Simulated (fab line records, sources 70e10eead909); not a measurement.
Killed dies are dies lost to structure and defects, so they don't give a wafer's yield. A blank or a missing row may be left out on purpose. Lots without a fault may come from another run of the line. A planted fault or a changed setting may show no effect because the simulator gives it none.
Which tool did it? | flow nand_harc | 12 lots, 36 wafers sampled, at 3 steps of a route of 1159

WHAT THE GAUGES READ, wafer by wafer
NHARC_A_CONTACT_OVL_MEAS_43.
lot  | measured     | on         | overlay_x_nm (nm)
L075 | day 16 07:55 | overlay-02 | 0.3 0.5 0.1
L076 | day 16 13:33 | overlay-01 | -0.7 -0.6 -0.7
L081 | day 17 19:56 | overlay-01 | -0.5 -0.7 -0.3
L080 | day 17 14:36 | overlay-01 | 1.2 0.8 1.0
L082 | day 18 17:37 | overlay-01 | 0.3 -0.3 0.5
L087 | day 19 03:28 | overlay-01 | 1.5 1.4 1.5
L085 | day 19 08:50 | overlay-02 | 1.6 2.1 1.8
L089 | day 19 22:07 | overlay-02 | -0.8 -0.5 -0.3
L093 | day 20 23:01 | overlay-01 | 0.4 0.4 0.2
L092 | day 21 04:18 | overlay-01 | 0.6 1.3 1.0
L097 | day 21 20:56 | overlay-01 | 0.4 -0.2 0.1
L095 | day 22 03:43 | overlay-01 | 0.9 1.3 1.2

WHICH TOOL RAN EACH LOT (tool, then ch and the chambers of the sampled wafers, then the start)
lot  | NHARC_A_WL_FILL_ALD_19              | NHARC_A_CONTACT_DEP_28
L075 | ald_metal-03 ch 1,3, day 15 17:26   | acl_dep-03 ch 0, day 16 04:33
L076 | ald_metal-04 ch 0,2,3, day 16 00:58 | acl_dep-03 ch 0, day 16 11:15
L081 | ald_metal-03 ch 0,1,3, day 17 00:52 | acl_dep-02 ch 0, day 17 16:55
L080 | ald_metal-02 ch 0,1,3, day 17 00:53 | acl_dep-02 ch 0, day 17 11:54
L082 | ald_metal-02 ch 0,1,2, day 18 08:07 | acl_dep-01 ch 0, day 18 14:57
L087 | ald_metal-02 ch 0,2,3, day 18 15:07 | acl_dep-01 ch 0, day 19 00:25
L085 | ald_metal-03 ch 2,3, day 18 21:34   | acl_dep-02 ch 0, day 19 05:51
L089 | ald_metal-02 ch 1,2,3, day 19 10:38 | acl_dep-02 ch 0, day 19 19:27
L093 | ald_metal-02 ch 2,3, day 20 10:23   | acl_dep-02 ch 0, day 20 20:42
L092 | ald_metal-03 ch 0,1,2, day 20 10:26 | acl_dep-02 ch 0, day 21 01:24
L097 | ald_metal-03 ch 0,1, day 21 01:35   | acl_dep-01 ch 0, day 21 17:54
L095 | ald_metal-04 ch 1,3, day 21 06:14   | acl_dep-02 ch 0, day 22 00:40
- NHARC_A_WL_FILL_ALD_19: deposits TiN, target thk 2 nm, pulse time 3 s, ald cycles 100.
- NHARC_A_CONTACT_DEP_28: deposits aC, target thk 3600 nm.

THE ANSWER, worked out from the rows above alone
Rule: what is usual is taken from the lots themselves. Put in order of their means at a reading, lots are off if they are a third of the lots or fewer, leave a main group of 4 or more, and stand apart from it by a gap of 3 or more times the standard deviation of the main group's means; of several such gaps the widest counts. A main group whose means are all the same, to the digits that the tables above print for the reading, isn't used. A lot without any number at a reading at which 4 lots or more have one is off too. The other lots that the step has rows for count as sound.
No lot is off at any reading shown: from this, nothing can be told.

WHAT THE SIMULATOR HAD PUT IN
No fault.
